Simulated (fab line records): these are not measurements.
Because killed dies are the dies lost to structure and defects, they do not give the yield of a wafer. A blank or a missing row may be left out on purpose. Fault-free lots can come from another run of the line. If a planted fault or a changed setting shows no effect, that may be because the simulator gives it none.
Matching of chambers :: flow n5 finfet :: N5_BEOL_M10_ALD_74 on ald metal-02: 4 sister chambers
The step deposits TaN, target thk 2 nm, pulse time 2 s, purge time 3 s. 7 wafers are shown with their chamber, then 7 later ones without.

## WAFERS WITH THEIR CHAMBER
wafer: L531.4
chamber: 0
heater power w (W): 396
susceptor temp C (C): 275.24

wafer: L531.5
chamber: 2
heater power w (W): 405
susceptor temp C (C): 274.92

wafer: L540.1
chamber: 1
heater power w (W): 424
susceptor temp C (C): 274.82

wafer: L540.4
chamber: 0
heater power w (W): 388
susceptor temp C (C): 274.97

wafer: L540.5
chamber: 1
heater power w (W): 425
susceptor temp C (C): 275.17

wafer: L543.2
chamber: 2
heater power w (W): 407
susceptor temp C (C): 274.97

wafer: L543.3
chamber: 3
heater power w (W): 397
susceptor temp C (C): 275.11

## WAFERS WITH NO CHAMBER GIVEN
wafer: L543.4
heater power w (W): 393
susceptor temp C (C): 275.42

wafer: L545.2
heater power w (W): 393
susceptor temp C (C): 275.01

wafer: L545.3
heater power w (W): 418
susceptor temp C (C): 274.79

wafer: L545.5
heater power w (W): 417
susceptor temp C (C): 275.20

wafer: L547.1
heater power w (W): 405
susceptor temp C (C): 275.12

wafer: L547.3
heater power w (W): 390
susceptor temp C (C): 275.19

wafer: L547.5
heater power w (W): 384
susceptor temp C (C): 274.96

## THE CHAMBER EACH PASSED THROUGH
wafer: L543.4
from the rows above: can't be placed: 0 or 3
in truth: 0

wafer: L545.2
from the rows above: can't be placed: 0 or 3
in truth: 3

wafer: L545.3
from the rows above: can't be placed: 1 or 2
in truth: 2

wafer: L545.5
from the rows above: can't be placed: 1 or 2
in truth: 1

wafer: L547.1
from the rows above: can't be placed: 2 or 3
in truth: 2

wafer: L547.3
from the rows above: can't be placed: 0 or 3
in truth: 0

wafer: L547.5
from the rows above: can't be placed: 0 or 3
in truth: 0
0 of 7 placed correctly. These rows do not allow placing 7 (true chamber among the candidates in 7). Placed wrongly: 0.
How it was worked out, from the rows above alone: a wafer's distance from a chamber is the root of the sum, over the readings, of the square of ((its reading less the chamber's mean) divided by the reading's scatter). If the next closest chamber is less than 2 further off than the closest, the wafer can't be placed; otherwise it belongs to the closest. A chamber's mean is the mean of its shown wafers. How the scatter is found: for the shown wafers, subtract from each reading the mean of its chamber, square and add these, divide the total by (wafers less chambers), then take the root.
